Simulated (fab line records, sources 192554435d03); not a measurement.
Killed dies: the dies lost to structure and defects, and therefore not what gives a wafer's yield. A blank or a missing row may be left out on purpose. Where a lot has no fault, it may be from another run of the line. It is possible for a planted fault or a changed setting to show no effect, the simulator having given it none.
Which tool is to blame? ; flow n5-finfet ; 36 wafers from 12 lots sampled at 2 of the route's 1938 steps

## WHAT THE GAUGES READ, wafer by wafer
N5_FIN_SAQP_CD_MEAS_16 targets a cd of 35.6 nm.
lot;measured;on;cd-nm (nm)
L075;day 2 04:04;cd-sem-02;35.8 35.7 35.4
L077;day 2 15:29;cd-sem-03;35.5 35.6 35.2
L079;day 3 03:45;cd-sem-02;35.9 35.6 35.4
L081;day 3 16:52;cd-sem-01;35.4 35.2 35.1
L083;day 4 03:22;cd-sem-03;35.9 35.5 35.6
L085;day 4 18:32;cd-sem-02;35.2 36.8 35.7
L087;day 5 05:33;cd-sem-01;35.3 35.4 35.5
L089;day 5 15:30;cd-sem-02;35.5 35.8 35.2
L091;day 6 03:52;cd-sem-03;35.1 35.7 35.6
L093;day 6 16:17;cd-sem-01;35.7 35.5 35.4
L095;day 7 04:35;cd-sem-02;35.5 35.6 36.2
L097;day 7 15:47;cd-sem-01;35.5 35.5 36.3

## EACH LOT AND THE TOOL THAT RAN IT (in order: tool; ch and the chambers of the sampled wafers; start)
lot;N5_FIN_SAQP_PECVD_47
L075;pecvd-01 ch 0,1,2, day 2 03:25
L077;pecvd-03 ch 0,1,2, day 2 14:49
L079;pecvd-02 ch 0,1,2, day 3 03:06
L081;pecvd-03 ch 0,2, day 3 16:21
L083;pecvd-02 ch 0,1,2, day 4 02:50
L085;pecvd-02 ch 0,1,2, day 4 18:01
L087;pecvd-03 ch 0,1,2, day 5 04:53
L089;pecvd-02 ch 0,1, day 5 14:58
L091;pecvd-02 ch 0,1,2, day 6 03:20
L093;pecvd-02 ch 0,1,2, day 6 15:38
L095;pecvd-01 ch 1,2, day 7 03:56
L097;pecvd-03 ch 0,2, day 7 15:16
- N5_FIN_SAQP_PECVD_47: deposits a-Si from SiH4/He, target thk 45 nm, time 36.3 s.

## THE ANSWER, worked out from the rows above alone
Rule: usual is defined by the lots themselves. The widest of any qualifying gaps counts: lots, ordered by their means at a reading, are off when they make up no more than a third of the lots, leave a main group of 4 or more, and stand apart from it by 3 or more times the standard deviation of that group's means. If all means in a main group match to the digits the tables above print for the reading, that group is not used. A lot without any number at a reading at which 4 lots or more have one is off too. Any other lot the step has rows for is counted as sound.
None of the lots is off at any reading shown; this tells nothing.

## WHAT THE SIMULATOR HAD INSERTED
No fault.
